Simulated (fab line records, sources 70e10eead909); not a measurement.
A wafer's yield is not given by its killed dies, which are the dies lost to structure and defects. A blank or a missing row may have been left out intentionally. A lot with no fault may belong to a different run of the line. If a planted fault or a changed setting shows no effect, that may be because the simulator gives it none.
Chamber matching + flow nand harc + 4 sister chambers for NHARC_A_STAIRCASE_TRIM_12 on rie diel-12
The step chemistry O2, time 211.2 s. 4 wafers are shown with their chamber, then 10 later ones without.

EACH WAFER AND ITS CHAMBER
| wafer  | chamber | showerhead plenum p Torr (Torr) |
|--------|---------|---------------------------------|
| L083.3 | 3       | 3.79                            |
| L082.6 | 0       | 3.79                            |
| L084.1 | 2       | 3.29                            |
| L084.5 | 1       | 3.69                            |

WAFERS WITH NO CHAMBER GIVEN
| wafer  | showerhead plenum p Torr (Torr) |
|--------|---------------------------------|
| L084.6 | 3.29                            |
| L089.2 | 3.78                            |
| L089.3 | 3.29                            |
| L089.5 | 3.78                            |
| L089.1 | 3.69                            |
| L089.4 | 3.78                            |
| L089.6 | 3.29                            |
| L095.3 | 3.68                            |
| L095.5 | 3.78                            |
| L095.6 | 3.78                            |

WHICH CHAMBER EACH ONE RAN IN
| wafer  | from the rows above     | in truth |
|--------|-------------------------|----------|
| L084.6 | 2                       | 2        |
| L089.2 | can't be placed: 0 or 3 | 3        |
| L089.3 | 2                       | 2        |
| L089.5 | can't be placed: 0 or 3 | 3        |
| L089.1 | 1                       | 1        |
| L089.4 | can't be placed: 0 or 3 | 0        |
| L089.6 | 2                       | 2        |
| L095.3 | 1                       | 1        |
| L095.5 | can't be placed: 0 or 3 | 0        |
| L095.6 | can't be placed: 0 or 3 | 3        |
5 of 10 placed correctly. Not placeable from these rows: 5 (in 5, the candidates include the true chamber). Wrongly placed: 0.
How it was worked out, from the rows above alone: a wafer's distance from a chamber is the root of the sum, over the readings, of the square of ((its reading less the chamber's mean) divided by the reading's scatter). The wafer belongs to the nearest chamber; if the next one is less than 2 further off, it can't be placed. The mean given for a chamber averages the wafers shown for that chamber. The scatter: with one shown wafer a chamber, the root of the mean of the squares of how far each hidden wafer lies from its nearest shown one.
